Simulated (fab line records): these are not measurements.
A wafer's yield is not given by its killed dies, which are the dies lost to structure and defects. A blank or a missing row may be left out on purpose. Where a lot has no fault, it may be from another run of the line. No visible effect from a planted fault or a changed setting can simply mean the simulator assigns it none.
Which of the tools did it? / flow n5Finfet / 12 lots with 36 wafers sampled at 3 steps, on a route of 1938 steps

WHAT THE GAUGES SHOWED, per wafer
N5_BEOL_M7_INSPECT_58: inspects for defects (darkfield).
lot=L145; measured=day 9 12:00; on=defectInspect-02; rawDefectCount=92 107 80
lot=L146; measured=day 9 18:03; on=defectInspect-01; rawDefectCount=63 44 32
lot=L149; measured=day 10 09:20; on=defectInspect-01; rawDefectCount=75 60 110
lot=L150; measured=day 10 21:50; on=defectInspect-01; rawDefectCount=74 55 55
lot=L151; measured=day 11 08:05; on=defectInspect-01; rawDefectCount=38 52 69
lot=L154; measured=day 12 06:04; on=defectInspect-02; rawDefectCount=55 53 62
lot=L153; measured=day 12 06:19; on=defectInspect-02; rawDefectCount=69 104 92
lot=L155; measured=day 12 10:40; on=defectInspect-02; rawDefectCount=61 76 56
lot=L158; measured=day 12 16:38; on=defectInspect-01; rawDefectCount=80 73 67
lot=L160; measured=day 13 18:46; on=defectInspect-02; rawDefectCount=95 70 56
lot=L163; measured=day 14 00:10; on=defectInspect-01; rawDefectCount=47 79 112
lot=L166; measured=day 14 22:20; on=defectInspect-01; rawDefectCount=93 86 172

TOOL THAT RAN EACH LOT (tool first, then ch and the chambers of the sampled wafers, then the start)
lot=L145; N5_BEOL_M7_PRE_CLEAN_45=pvdSputter-02, day 9 10:17; N5_BEOL_M7_ANNEAL_51=rtpAnneal-01 ch 0, day 9 11:15
lot=L146; N5_BEOL_M7_PRE_CLEAN_45=pvdSputter-02, day 9 15:41; N5_BEOL_M7_ANNEAL_51=rtpAnneal-01 ch 0, day 9 17:13
lot=L149; N5_BEOL_M7_PRE_CLEAN_45=pvdSputter-02, day 10 07:36; N5_BEOL_M7_ANNEAL_51=rtpAnneal-02 ch 0, day 10 08:35
lot=L150; N5_BEOL_M7_PRE_CLEAN_45=pvdSputter-01, day 10 19:58; N5_BEOL_M7_ANNEAL_51=rtpAnneal-02 ch 0, day 10 21:05
lot=L151; N5_BEOL_M7_PRE_CLEAN_45=pvdSputter-01, day 11 04:36; N5_BEOL_M7_ANNEAL_51=rtpAnneal-02 ch 0, day 11 07:20
lot=L154; N5_BEOL_M7_PRE_CLEAN_45=pvdSputter-03, day 12 04:11; N5_BEOL_M7_ANNEAL_51=rtpAnneal-02 ch 0, day 12 05:20
lot=L153; N5_BEOL_M7_PRE_CLEAN_45=pvdSputter-01, day 12 04:22; N5_BEOL_M7_ANNEAL_51=rtpAnneal-02 ch 0, day 12 05:34
lot=L155; N5_BEOL_M7_PRE_CLEAN_45=pvdSputter-03, day 12 08:42; N5_BEOL_M7_ANNEAL_51=rtpAnneal-02 ch 0, day 12 09:56
lot=L158; N5_BEOL_M7_PRE_CLEAN_45=pvdSputter-02, day 12 14:56; N5_BEOL_M7_ANNEAL_51=rtpAnneal-01 ch 0, day 12 15:53
lot=L160; N5_BEOL_M7_PRE_CLEAN_45=pvdSputter-02, day 13 16:22; N5_BEOL_M7_ANNEAL_51=rtpAnneal-01 ch 0, day 13 17:50
lot=L163; N5_BEOL_M7_PRE_CLEAN_45=pvdSputter-03, day 13 20:28; N5_BEOL_M7_ANNEAL_51=rtpAnneal-01 ch 0, day 13 23:14
lot=L166; N5_BEOL_M7_PRE_CLEAN_45=pvdSputter-01, day 14 20:44; N5_BEOL_M7_ANNEAL_51=rtpAnneal-01 ch 0, day 14 21:34
- N5_BEOL_M7_PRE_CLEAN_45: time 30 s.
- N5_BEOL_M7_ANNEAL_51: time 90 s.

AS READ BY THE TOOLS THEMSELVES (means over the sampled wafers that have a number; for cases with no such wafer, the mark the record gives instead)
N5_BEOL_M7_PRE_CLEAN_45.
lot=L145; tool=pvdSputter-02; heaterPowerW (W)=341; susceptorTempC (C)=250.07
lot=L146; tool=pvdSputter-02; heaterPowerW (W)=328; susceptorTempC (C)=249.99
lot=L149; tool=pvdSputter-02; heaterPowerW (W)=324; susceptorTempC (C)=249.99
lot=L150; tool=pvdSputter-01; heaterPowerW (W)=316; susceptorTempC (C)=249.99
lot=L151; tool=pvdSputter-01; heaterPowerW (W)=310; susceptorTempC (C)=249.95
lot=L154; tool=pvdSputter-03; heaterPowerW (W)=356; susceptorTempC (C)=250.18
lot=L153; tool=pvdSputter-01; heaterPowerW (W)=318; susceptorTempC (C)=249.98
lot=L155; tool=pvdSputter-03; heaterPowerW (W)=376; susceptorTempC (C)=250.07
lot=L158; tool=pvdSputter-02; heaterPowerW (W)=337; susceptorTempC (C)=249.93
lot=L160; tool=pvdSputter-02; heaterPowerW (W)=340; susceptorTempC (C)=249.95
lot=L163; tool=pvdSputter-03; heaterPowerW (W)=379; susceptorTempC (C)=249.96
lot=L166; tool=pvdSputter-01; heaterPowerW (W)=305; susceptorTempC (C)=250.03

N5_BEOL_M7_ANNEAL_51.
lot=L145 tool=rtpAnneal-01 wafer_temp_C_max=226.5
lot=L146 tool=rtpAnneal-01 wafer_temp_C_max=226.4
lot=L149 tool=rtpAnneal-02 wafer_temp_C_max=225.4
lot=L150 tool=rtpAnneal-02 wafer_temp_C_max=225.9
lot=L151 tool=rtpAnneal-02 wafer_temp_C_max=226.1
lot=L154 tool=rtpAnneal-02 wafer_temp_C_max=225.4
lot=L153 tool=rtpAnneal-02 wafer_temp_C_max=225.6
lot=L155 tool=rtpAnneal-02 wafer_temp_C_max=225.8
lot=L158 tool=rtpAnneal-01 wafer_temp_C_max=226.4
lot=L160 tool=rtpAnneal-01 wafer_temp_C_max=226.3
lot=L163 tool=rtpAnneal-01 wafer_temp_C_max=226.2
lot=L166 tool=rtpAnneal-01 wafer_temp_C_max=226.3

THE ANSWER, worked out from the rows above alone
Rule: the lots themselves supply what counts as usual. The widest of any qualifying gaps counts: lots, ordered by their means at a reading, are off when they make up no more than a third of the lots, leave a main group of 4 or more, and stand apart from it by 3 or more times the standard deviation of that group's means. A main group whose means are all the same, to the digits that the tables above print for the reading, isn't used. A lot without any number at a reading at which 4 lots or more have one is off too. The other lots that the step has rows for count as sound. First the gauges in route order, then the tools' own readings, where a lot's mean is used as printed above. At the first step where some lot is off, the reading lying furthest off is the one used; lots without a number count as furthest.
No lot is off at any reading shown: from this, nothing can be told.

WHAT THE SIMULATOR PUT IN
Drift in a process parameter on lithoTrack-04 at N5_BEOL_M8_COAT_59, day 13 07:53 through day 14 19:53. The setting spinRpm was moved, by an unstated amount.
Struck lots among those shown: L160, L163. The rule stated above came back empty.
